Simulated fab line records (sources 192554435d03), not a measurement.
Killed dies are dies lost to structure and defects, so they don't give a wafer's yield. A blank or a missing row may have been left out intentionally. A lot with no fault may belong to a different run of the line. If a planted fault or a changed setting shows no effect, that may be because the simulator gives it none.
fab line records    flow n5Finfet    part 1 of 2: steps 1 to 18 of 19
[record] lots = 6  wafers = 18  lastDay = 16
route steps=1938 shown BEOL_M1@788 BEOL_M4@1111 PASSIVATION@1936
lots that met no fault: from a run of the same line without faults
startH: start of the lot's first displayed wafer, in hours after the record's first day    waitH: time in hours since the lot's previous step    " unchanged from the row above    L1.1+2: a single row standing in for several wafers    - no value, or no start given    * or withheld: withheld    < > ~ a bound
route shown NAME@n: NAME is a module with steps in the file, n the number in the route of the first one    usual: the fault-free wafers' mean and standard deviation    same: alike in all rows    chamber/n: place in a boat    sites: per-site readings    _std_site: their standard deviation    _edge_site: mean of outer sites minus mean of inner sites    radiusMm: how far each site lies from the wafer's centre    mask NAME#n: copy n    behind: the tool/chamber that last shaped the wafer    hold: what put the lot on hold/how long, in hours/how the hold closed    device: the transistor (n, p or np) that didn't switch    end of line: tests run on the same wafers once the route is complete    step lacking rows: just its recipe    killed: count of dies lost to structure and defects at first sort (not the wafer's yield)    map: shows each die of a wafer: x if killed, . if not, _ if none is there
set.NAME: the setting that was run; set.NAME@STEP: the one run at that earlier step    model.NAME: the simulator's own value behind a step, which no gauge read
lots at some steps of the route; a table a step, a row a wafer
services: from which hour (startH, from the record's first day; less than 0 if before it) a tool's chamber was out of use, for how many hours, and why
[[steps]]
[step N5_BEOL_M1_INSPECT_30]
[recipe] mode = adi  inspectInstrument = brightfield
[usual] rawDefectCount = 418/100
lot.wafer  tool              chamber  startH  waitH  rawDefectCount
L663.1     defectInspect-02  -        130.41  0.1    428
L663.2     "                 -        "       "      383
L663.3     "                 -        "       "      285
L672.1     defectInspect-01  -        181.64  0.1    781
L672.4     "                 -        "       "      581
L672.5     "                 -        "       "      732
L673.1     defectInspect-02  -        188.12  0.1    565
L673.3     "                 -        "       "      399
L673.6     "                 -        "       "      441
L678.2     defectInspect-01  -        217.25  0.0    374
L678.4     "                 -        "       "      386
L678.6     "                 -        "       "      452
L683.1     defectInspect-02  -        248.71  0.1    510
L683.3     "                 -        "       "      382
L683.4     "                 -        "       "      277
L684.1     defectInspect-02  -        252.24  0.1    421
L684.2     "                 -        "       "      336
L684.3     "                 -        "       "      407
[step N5_BEOL_M1_DESCUM_33]
[recipe] chemistry = O2  timeS = 7  sourcePowerW = 50  biasPowerW = 20  pressureMtorr = 20  rfFrequencyHz = 2.712e+07  tempC = 40  resist = CAR-EUV  o2FlowSccm = 225
[usual] drypumpMotorCurrentA = 5.6/0.47  oesProductAu = 0.79/0.086  rfVppV = 242.6/1.7  showerheadPlenumPTorr = 2.06/0.085  throttleValvePct = 20.51/0.28
lot.wafer  tool        chamber  startH  waitH  drypumpMotorCurrentA  oesProductAu  rfHoursCounterH  rfVppV  showerheadPlenumPTorr  throttleValvePct
L663.1     rieDiel-06  2        130.45  0.0    4.7                   0.72          211              244.0   2.07                   20.74
L663.2     "           0        "       "      6.2                   0.72          208              240.8   1.97                   20.77
L663.3     "           3        "       "      4.7                   0.87          76               241.6   2.11                   20.41
L672.1     rieDiel-02  2        181.67  0.0    5.6                   0.83          76               241.5   2.03                   20.41
L672.4     "           0        "       "      5.7                   0.73          143              241.3   1.94                   20.74
L672.5     "           1        "       "      5.5                   0.70          -                243.2   2.07                   20.97
L673.1     rieDiel-03  1        188.15  0.0    5.0                   0.89          30               247.2   2.22                   20.13
L673.3     "           3        "       "      6.4                   0.69          235              239.9   1.98                   20.59
L673.6     "           2        "       "      5.3                   0.87          -                241.9   2.05                   20.54
L678.2     rieDiel-03  1        217.46  0.2    5.0                   0.87          43               245.4   2.22                   20.16
L678.4     "           3        "       "      6.5                   0.69          -                239.8   1.98                   20.62
L678.6     "           1        "       "      5.1                   0.87          -                243.8   2.22                   20.16
L683.1     rieDiel-02  0        248.74  0.0    5.7                   0.74          161              240.2   1.93                   20.77
L683.3     "           3        "       "      6.0                   0.93          21               243.4   2.13                   20.08
L683.4     "           2        "       "      5.7                   0.82          -                242.3   2.02                   20.46
L684.1     rieDiel-02  0        252.28  0.0    5.8                   0.74          163              240.1   1.93                   20.76
L684.2     "           3        "       "      6.0                   0.92          23               243.8   2.13                   20.07
L684.3     "           2        "       "      5.6                   0.80          98               242.0   2.02                   20.47
[step N5_BEOL_M1_ETCH_77]
[recipe] chemistry = N2/H2  target = underlayer  targetDepthA = 65  maskMaterial = CAR-EUV  timeS = 5.2  ionEnergyEv = 200  pressureMtorr = 30  sourceW = 840  biasW = 150  n2FlowSccm = 200  h2FlowSccm = 200  ends = cleared
[usual] biasW = 150.0/0.43  drypumpMotorCurrentA = 5.6/0.46  etchRfOnTimeS = 5.32/0.17  n2FlowSccm = 199.9/0.56  oesProductAu = 0.67/0.072  rfFwdPowerW = 819.7/2.5  rfVppV = 523/3.3  showerheadPlenumPTorr = 2.50/0.11  throttleValvePct = 17.92/0.3
lot.wafer  tool        chamber  startH  waitH  biasW  drypumpMotorCurrentA  etchRfOnTimeS  n2FlowSccm  oesProductAu  rfFwdPowerW  rfHoursCounterH  rfVppV  showerheadPlenumPTorr  throttleValvePct
L663.1     rieDiel-06  2        130.48  0.0    149.6  4.8                   5.63           199.7       0.58          813.0        211              522     2.52                   18.17
L663.2     "           0        "       "      149.9  6.2                   5.21           200.6       0.61          820.2        208              522     2.43                   18.37
L663.3     "           3        "       "      149.8  4.8                   5.09           200.2       0.72          821.0        76               523     2.56                   17.79
L672.1     rieDiel-02  2        181.71  0.0    150.2  5.6                   5.27           199.3       0.72          812.3        76               522     2.45                   17.76
L672.4     "           0        "       "      149.3  5.7                   5.31           199.0       0.63          823.6        143              520     2.36                   18.30
L672.5     "           1        "       "      149.1  5.4                   5.33           200.5       0.58          818.2        -                525     2.49                   18.22
L673.1     rieDiel-03  1        188.19  0.0    150.8  5.0                   5.37           199.4       0.75          820.5        30               527     2.71                   17.63
L673.3     "           3        "       "      150.8  6.4                   5.49           200.4       0.58          824.5        235              519     2.40                   17.86
L673.6     "           2        "       "      149.5  5.3                   5.40           200.3       0.70          820.1        -                522     2.48                   17.81
L678.2     rieDiel-03  1        217.49  0.0    150.2  5.0                   5.33           200.2       0.73          817.7        43               529     2.71                   17.64
L678.4     "           3        "       "      150.0  6.5                   5.45           200.4       0.57          815.7        -                520     2.39                   17.88
L678.6     "           1        "       "      149.8  5.1                   5.32           199.8       0.73          820.3        -                529     2.71                   17.63
L683.1     rieDiel-02  0        248.78  0.0    149.4  5.7                   5.34           199.9       0.61          823.2        161              518     2.35                   18.31
L683.3     "           3        "       "      149.6  6.0                   5.54           199.1       0.76          821.1        21               526     2.61                   17.55
L683.4     "           2        "       "      150.2  5.6                   5.37           199.1       0.68          824.1        -                521     2.44                   17.81
L684.1     rieDiel-02  0        252.31  0.0    150.6  5.7                   5.19           200.4       0.63          820.3        163              516     2.35                   18.36
L684.2     "           3        "       "      149.8  6.0                   5.44           200.2       0.76          817.5        23               523     2.61                   17.57
L684.3     "           2        "       "      150.2  5.7                   5.25           200.2       0.70          821.7        98               521     2.44                   17.81
[step N5_BEOL_M1_ETCH_69]
[recipe] chemistry = CF4  target = SiARC  targetDepthA = 156  maskMaterial = CAR-EUV  timeS = 26  ionEnergyEv = 80  pressureMtorr = 40  sourceW = 545  biasW = 36  Ar_flow_sccm = 100  cf4FlowSccm = 100  ends = cleared
[usual] biasW = 36.00/0.11  cf4FlowSccm = 100.04/0.26  drypumpMotorCurrentA = 5.6/0.47  etchRfOnTimeS = 26.6/0.82  oesProductAu = 0.67/0.071  rfFwdPowerW = 531.9/2.1  rfVppV = 183.6/1.3  showerheadPlenumPTorr = 2.11/0.087  throttleValvePct = 15.70/0.27
lot.wafer  tool        chamber  startH  waitH  biasW  cf4FlowSccm  drypumpMotorCurrentA  etchRfOnTimeS  oesProductAu  rfFwdPowerW  rfHoursCounterH  rfVppV  showerheadPlenumPTorr  throttleValvePct
L663.1     rieDiel-06  2        130.50  0.0    36.20  99.97        4.7                   27.6           0.59          528.9        211              184.3   2.13                   15.94
L663.2     "           0        "       "      35.93  100.03       6.2                   26.4           0.62          530.8        208              182.0   2.05                   16.13
L663.3     "           3        "       "      35.85  99.98        4.8                   25.1           0.74          528.9        76               184.9   2.15                   15.57
L672.1     rieDiel-02  2        181.72  0.0    35.99  99.88        5.6                   26.2           0.72          534.6        76               183.0   2.07                   15.51
L672.4     "           0        "       "      36.00  100.05       5.7                   27.0           0.62          528.7        143              182.8   2.00                   15.94
L672.5     "           1        "       "      36.04  100.01       5.5                   26.7           0.58          534.8        -                184.7   2.11                   16.06
L673.1     rieDiel-03  1        188.20  0.0    36.00  100.30       5.0                   26.9           0.75          531.7        30               185.7   2.27                   15.30
L673.3     "           3        "       "      35.96  99.80        6.5                   27.1           0.59          537.0        235              184.1   2.03                   15.74
L673.6     "           2        "       "      36.03  99.54        5.3                   27.2           0.72          532.1        -                183.9   2.08                   15.61
L678.2     rieDiel-03  1        217.51  0.0    36.04  100.20       5.0                   26.4           0.73          531.6        43               184.1   2.26                   15.34
L678.4     "           3        "       "      36.00  99.99        6.4                   27.0           0.58          535.4        -                183.0   2.03                   15.76
L678.6     "           1        "       "      35.89  100.17       5.0                   26.5           0.74          529.5        -                184.5   2.26                   15.32
L683.1     rieDiel-02  0        248.79  0.0    35.90  99.84        5.7                   26.6           0.62          533.2        161              183.2   1.99                   15.96
L683.3     "           3        "       "      35.95  100.36       6.0                   27.6           0.76          528.9        21               185.9   2.20                   15.32
L683.4     "           2        "       "      35.98  99.41        5.6                   26.8           0.69          531.9        -                183.3   2.07                   15.57
L684.1     rieDiel-02  0        252.33  0.0    36.18  99.80        5.8                   26.2           0.63          530.5        163              184.1   1.99                   15.96
L684.2     "           3        "       "      35.99  100.15       6.0                   27.4           0.77          531.9        23               184.4   2.20                   15.33
L684.3     "           2        "       "      35.87  99.83        5.6                   26.2           0.70          530.1        98               183.9   2.07                   15.57
[step N5_BEOL_M1_ALD_98]
[recipe] material = SiO2  targetThkA = 25  tempC = 100  aldPrecursorFamily = BDEAS  aldCoReactant = O2-plasma  pulseTimeS = 1  coReactantPulseTimeS = 1  purgeTimeS = 2  coReactantPurgeTimeS = 2  aldCycles = 17  pressureTorr = 2
[usual] heaterPowerW = 77/7.1  precursorPulseHeightRel = 1.001/0.019
[same] pulseTimeS = 1
lot.wafer  tool       chamber  startH  waitH  heaterPowerW  precursorPulseHeightRel
L663.1     aldSin-04  3        130.65  0.1    84            0.977
L663.2     "          2        "       "      71            1.021
L663.3     "          1        "       "      73            0.993
L672.1     aldSin-04  0        181.81  0.1    74            0.989
L672.4     "          2        "       "      71            1.004
L672.5     "          2        "       "      71            1.000
L673.1     aldSin-01  2        188.76  0.5    77            1.004
L673.3     "          0        "       "      76            1.006
L673.6     "          0        "       "      77            0.992
L678.2     aldSin-01  3        217.68  0.1    83            0.952
L678.4     "          1        "       "      68            0.961
L678.6     "          0        "       "      77            1.003
L683.1     aldSin-03  3        248.88  0.1    68            1.012
L683.3     "          1        "       "      93            0.986
L683.4     "          2        "       "      79            0.970
L684.1     aldSin-04  1        252.41  0.1    75            1.013
L684.2     "          2        "       "      71            1.023
L684.3     "          3        "       "      84            1.007
[step N5_BEOL_M1_ETCHBACK_99]
[recipe] chemistry = CHF3  target = SiO2  targetDepthA = 50  timeS = 10.4  sourceW = 215  biasW = 47  Ar_flow_sccm = 200  CHF3_flow_sccm = 12  ionEnergyEv = 100  pressureMtorr = 30
[step N5_BEOL_M1_ETCH_70]
[recipe] chemistry = N2/H2  target = SOC  targetDepthA = 800  overetchA = 160  maskMaterial = SiARC  tempC = 40  timeS = 120  ionEnergyEv = 200  pressureMtorr = 30  sourceW = 840  biasW = 150  n2FlowSccm = 200  h2FlowSccm = 200
[step N5_BEOL_M1_STRIP_71]
[recipe] chemistry = N2/H2  tempC = 40  n2FlowSccm = 200  h2FlowSccm = 200  rfFrequencyHz = 6e+07
[step N5_BEOL_M1_STRIP_78]
[recipe] chemistry = N2/H2  tempC = 40  n2FlowSccm = 200  h2FlowSccm = 200  rfFrequencyHz = 6e+07
[step N5_BEOL_M1_VIA_ETCH_34]
[recipe] chemistry = C4F6/O2  targetDepthA = 678  maskMaterial = SOC  pressureMtorr = 15  ionEnergyEv = 250  taperDeg = 4  timeS = 64.4  sourceW = 350  biasW = 170  Ar_flow_sccm = 300  C4F6_flow_sccm = 10  O2_flow_sccm = 10
[usual] biasW = 170.0/0.48  drypumpMotorCurrentA = 5.5/0.55  oes_f_703_au = 0.77/0.075  oes_o_777_au = 0.77/0.072  oesProductAu = 0.78/0.081  rfFwdPowerW = 346.8/1.6  rfVppV = 653/13  showerheadPlenumPTorr = 2.82/0.13  throttleValvePct = 30.83/0.29
lot.wafer  tool        chamber  startH  waitH  biasW  drypumpMotorCurrentA  oes_f_703_au  oes_o_777_au  oesProductAu  rfFwdPowerW  rfHoursCounterH  rfVppV  showerheadPlenumPTorr  throttleValvePct
L663.1     rieDiel-06  3        130.94  0.0    169.0  4.8                   0.86          0.86          0.85          345.4        77               654     2.84                   30.35
L663.2     "           1        "       "      170.2  5.4                   0.84          0.84          0.83          346.8        82               648     3.01                   30.78
L663.3     "           2        "       "      169.9  4.7                   0.68          0.69          0.70          347.5        211              650     2.83                   31.32
L672.1     rieDiel-06  2        183.12  0.0    169.6  4.7                   0.67          0.67          0.68          348.9        228              650     2.82                   31.33
L672.4     "           0        "       "      170.2  6.2                   0.71          0.70          0.71          347.1        221              674     2.69                   31.07
L672.5     "           0        "       "      169.6  6.2                   0.71          0.70          0.71          347.2        -                676     2.69                   31.08
L673.1     rieDiel-06  0        192.38  0.0    170.6  6.2                   0.71          0.70          0.70          348.7        223              676     2.69                   31.09
L673.3     "           1        "       "      169.7  5.4                   0.82          0.82          0.80          346.3        101              648     3.00                   30.81
L673.6     "           2        "       "      170.5  4.7                   0.67          0.67          0.69          347.5        -                648     2.82                   31.35
L678.2     rieDiel-03  2        220.68  0.0    169.9  5.3                   0.82          0.84          0.83          345.0        60               663     2.77                   30.73
L678.4     "           1        "       "      169.8  5.0                   0.84          0.83          0.86          349.7        -                646     3.01                   30.58
L678.6     "           3        "       "      170.5  6.5                   0.69          0.70          0.68          347.3        -                637     2.66                   30.65
L683.1     rieDiel-03  3        249.98  0.0    169.3  6.4                   0.69          0.70          0.67          348.4        260              636     2.65                   30.65
L683.3     "           1        "       "      170.0  5.0                   0.83          0.82          0.83          346.0        56               647     3.00                   30.58
L683.4     "           2        "       "      170.5  5.2                   0.81          0.82          0.81          345.9        -                662     2.76                   30.72
L684.1     rieDiel-02  2        255.95  0.0    170.2  5.6                   0.81          0.80          0.80          347.2        100              642     2.75                   30.83
L684.2     "           3        "       "      169.3  6.0                   0.83          0.83          0.91          347.1        25               678     2.95                   30.96
L684.3     "           0        "       "      170.2  5.7                   0.71          0.72          0.73          344.2        164              665     2.63                   31.11
[step N5_BEOL_M1_STRIP_83]
[recipe] chemistry = C4F6/O2  resist = SiARC  rfFrequencyHz = 6e+07
[step N5_BEOL_M1_STRIP_36]
[recipe] chemistry = N2/H2  powerW = 450  tempC = 40  pressureMtorr = 20  rfFrequencyHz = 6e+07  overashFraction = 0.3  biasPowerW = 7  h2Frac = 0.5  n2FlowSccm = 200  h2FlowSccm = 200
[step N5_BEOL_M1_TRENCH_ETCH_37]
[recipe] chemistry = C4F6/O2  targetDepthA = 552.07  target = SiOC  timeS = 29  ionEnergyEv = 250  pressureMtorr = 30  sourceW = 355  biasW = 185  Ar_flow_sccm = 300  C4F6_flow_sccm = 10  O2_flow_sccm = 10
[usual] biasW = 185.0/0.56  drypumpMotorCurrentA = 5.5/0.55  oes_f_703_au = 0.77/0.074  oes_o_777_au = 0.77/0.071  oesProductAu = 0.78/0.081  rfFwdPowerW = 349.6/2  rfVppV = 653/13  showerheadPlenumPTorr = 2.83/0.13  throttleValvePct = 20.93/0.24
lot.wafer  tool        chamber  startH  waitH  biasW  drypumpMotorCurrentA  oes_f_703_au  oes_o_777_au  oesProductAu  rfFwdPowerW  rfHoursCounterH  rfVppV  showerheadPlenumPTorr  throttleValvePct  model.BEOL_M1.featureDepthNm  model.etch.depthNm
L663.1     rieDiel-06  3        131.04  -      184.4  4.8                   0.86          0.84          0.85          347.6        77               654     2.84                   20.71             56                            56.02
L663.2     "           1        "       "      184.8  5.4                   0.86          0.84          0.82          349.2        82               649     3.01                   20.79             56.2                          56.23
L663.3     "           2        "       "      185.9  4.7                   0.69          0.68          0.69          351.3        211              651     2.84                   21.24             52.6                          52.67
L672.1     rieDiel-06  2        183.22  -      184.4  4.7                   0.48          0.50          0.65          262.9        228              749     2.83                   21.25             47.4                          47.47
L672.4     "           0        "       "      185.2  6.2                   0.52          0.52          0.67          264.6        221              779     2.70                   21.27             49                            48.92
L672.5     "           0        "       "      185.4  6.2                   0.52          0.52          0.67          262.5        -                777     2.70                   21.27             49.2                          49.18
L673.1     rieDiel-06  0        192.48  -      184.7  6.3                   0.52          0.52          0.66          263.8        223              778     2.70                   21.27             48.8                          48.87
L673.3     "           1        "       "      185.3  5.4                   0.60          0.62          0.74          263.9        101              746     3.00                   20.82             49.4                          49.46
L673.6     "           2        "       "      184.0  4.7                   0.49          0.50          0.64          265.9        -                748     2.83                   21.25             47                            47.09
L678.2     rieDiel-03  2        220.77  -      185.0  5.3                   0.82          0.84          0.83          345.9        60               664     2.77                   20.95             54.4                          54.39
L678.4     "           1        "       "      184.7  5.0                   0.84          0.82          0.85          351.8        -                647     3.01                   20.62             54.4                          54.4
L678.6     "           3        "       "      185.0  6.4                   0.69          0.71          0.67          351.3        -                637     2.66                   20.78             52.6                          52.6
L683.1     rieDiel-03  3        250.08  -      185.4  6.5                   0.69          0.70          0.67          350.5        260              637     2.66                   20.81             52.8                          52.89
L683.3     "           1        "       "      185.7  5.0                   0.82          0.80          0.83          350.7        56               648     3.01                   20.63             54.2                          54.22
L683.4     "           2        "       "      185.7  5.3                   0.81          0.82          0.81          347.7        -                664     2.77                   20.97             54.2                          54.27
L684.1     rieDiel-02  2        256.05  -      184.8  5.6                   0.80          0.80          0.81          350.9        100              642     2.75                   20.85             54.4                          54.33
L684.2     "           3        "       "      185.1  6.0                   0.84          0.84          0.91          349.2        25               680     2.95                   20.82             54.6                          54.66
L684.3     "           0        "       "      185.3  5.7                   0.72          0.72          0.73          346.2        164              666     2.64                   21.23             54.4                          54.5
[step N5_BEOL_M1_ETCH_41]
[recipe] chemistry = CH3F/O2  target = SiCN  targetDepthA = 319  taperDeg = 2  timeS = 57.8  ionEnergyEv = 120  maskMaterial = TiN  pressureMtorr = 30  sourceW = 395  biasW = 75  Ar_flow_sccm = 150  CH3F_flow_sccm = 30  O2_flow_sccm = 20
[step N5_BEOL_M1_STRIP_97]
[recipe] chemistry = N2/H2  timeS = 10  powerW = 450  tempC = 40  pressureMtorr = 20  rfFrequencyHz = 6e+07  biasPowerW = 7  n2FlowSccm = 200  h2FlowSccm = 200
[step N5_BEOL_M1_OCD_MEAS_38]
[usual] trenchDepthNm = 54.2/1.3
lot.wafer  tool    chamber  startH  waitH  trenchDepthNm
L663.1     ocd-01  -        131.19  -      55.6
L663.2     "       -        "       "      56.5
L663.3     "       -        "       "      52.6
L672.1     ocd-02  -        183.37  -      47.1
L672.4     "       -        "       "      49.4
L672.5     "       -        "       "      49.3
L673.1     ocd-02  -        192.64  -      48.8
L673.3     "       -        "       "      49.1
L673.6     "       -        "       "      47.3
L678.2     ocd-01  -        220.93  -      54.5
L678.4     "       -        "       "      53.8
L678.6     "       -        "       "      52.7
L683.1     ocd-02  -        250.24  -      52.6
L683.3     "       -        "       "      54.0
L683.4     "       -        "       "      54.2
L684.1     ocd-02  -        256.20  -      54.4
L684.2     "       -        "       "      54.0
L684.3     "       -        "       "      54.6
[step N5_BEOL_M1_HM_STRIP_39]
[recipe] chemistry = peroxideTinStrip  material = TiN  targetDepthA = 250  tempC = 50  timeS = 158
[step N5_BEOL_M4_RC_MEAS_101]
[usual] DIBL_N = 36.0/1.9  DIBL_P = 35.6/2.4  IOFF_N = 0.16/0.036  IOFF_P = 0.21/0.04  ION_N = 673/14  ION_P = 460/8.9  SS_N = 71.5/0.67  SS_P = 73.2/0.73  VT_N = 249/3.6  VT_P = -250/3.7
lot.wafer  tool       chamber  startH  waitH  DIBL_N[mV/V]  DIBL_P[mV/V]  IOFF_N[nA/um]  IOFF_P[nA/um]  ION_N[uA/um]  ION_P[uA/um]  SS_N[mV/dec]  SS_P[mV/dec]  VT_N[mV]  VT_P[mV]
L663.1     prober-02  0        168.91  0.0    34.5          34.3          0.14           0.15           677           453           71.4          72.0          254       -255
L663.2     "          0        "       "      38.4          38.8          0.20           0.21           669           453           72.6          73.2          248       -252
L663.3     "          0        "       "      35.8          36.4          0.15           0.17           676           452           70.8          72.6          250       -255
L672.1     prober-01  0        221.62  0.0    36.1          36.6          0.17           0.21           684           473           71.1          73.4          249       -250
L672.4     "          0        "       "      34.8          32.8          0.13           0.15           640           442           71.3          72.5          253       -255
L672.5     "          0        "       "      34.0          33.2          0.13           0.17           673           471           70.6          72.1          253       -252
L673.1     prober-01  0        227.52  0.0    35.6          33.4          0.12           0.16           649           449           71.2          72.6          251       -255
L673.3     "          0        "       "      35.7          34.0          0.12           0.16           661           451           70.8          72.4          254       -253
L673.6     "          0        "       "      38.9          38.6          0.19           0.23           686           462           71.8          73.6          248       -250
L678.2     prober-02  0        263.46  0.2    38.3          37.8          0.20           0.26           700           477           71.8          73.7          246       -246
L678.4     "          0        "       "      35.4          33.4          0.13           0.17           653           449           71.1          73.3          253       -255
L678.6     "          0        "       "      34.2          32.0          0.12           0.16           663           458           71.1          72.7          254       -253
L683.1     prober-01  0        285.97  0.0    36.7          37.9          0.17           0.29           676           471           72.1          74.1          250       -244
L683.3     "          0        "       "      32.8          32.8          0.11           0.19           663           462           70.8          72.7          256       -245
L683.4     "          0        "       "      34.6          34.6          0.14           0.21           665           462           71.0          73.4          250       -245
L684.1     prober-02  0        295.32  0.0    35.4          34.4          0.13           0.17           665           453           70.9          73.5          251       -258
L684.2     "          0        "       "      36.1          33.8          0.15           0.16           679           454           71.1          73.4          249       -256
L684.3     "          0        "       "      39.4          37.8          0.21           0.21           674           450           71.9          74.6          245       -250
[[key]]
[firstSign] step = N5_BEOL_M1_TRENCH_ETCH_37  reading = rfFwdPowerW  direction = down  sigmas = 43  usual = *  struck = *
[effect] step = N5_BEOL_M1_TRENCH_ETCH_37  reading = rfVppV  direction = up  sigmas = 8.3  usual = 653  struck = 763
[effect] step = N5_BEOL_M1_OCD_MEAS_38  reading = trenchDepthNm  direction = down  sigmas = 4.4  usual = 54.2  struck = 48.5
[modelEffect] step = N5_BEOL_M1_TRENCH_ETCH_37  value = BEOL_M1.featureDepthNm  without = 53.93  struck = 48.47
metAt N5_BEOL_M1_TRENCH_ETCH_37
struckWafers L672.1,L672.4,L672.5,L673.1,L673.3,L673.6
onsetBetween 131.04 183.22
[fault] kind = processParameterDrift  tool = rieDiel-06  chamber = -  onsetH = 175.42  steps = N5_BEOL_M1_TRENCH_ETCH_37  channel = sourceW  offset = -85.2  shape = step  endH = 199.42  actsIn = theseRecipesOnly  stated = 355
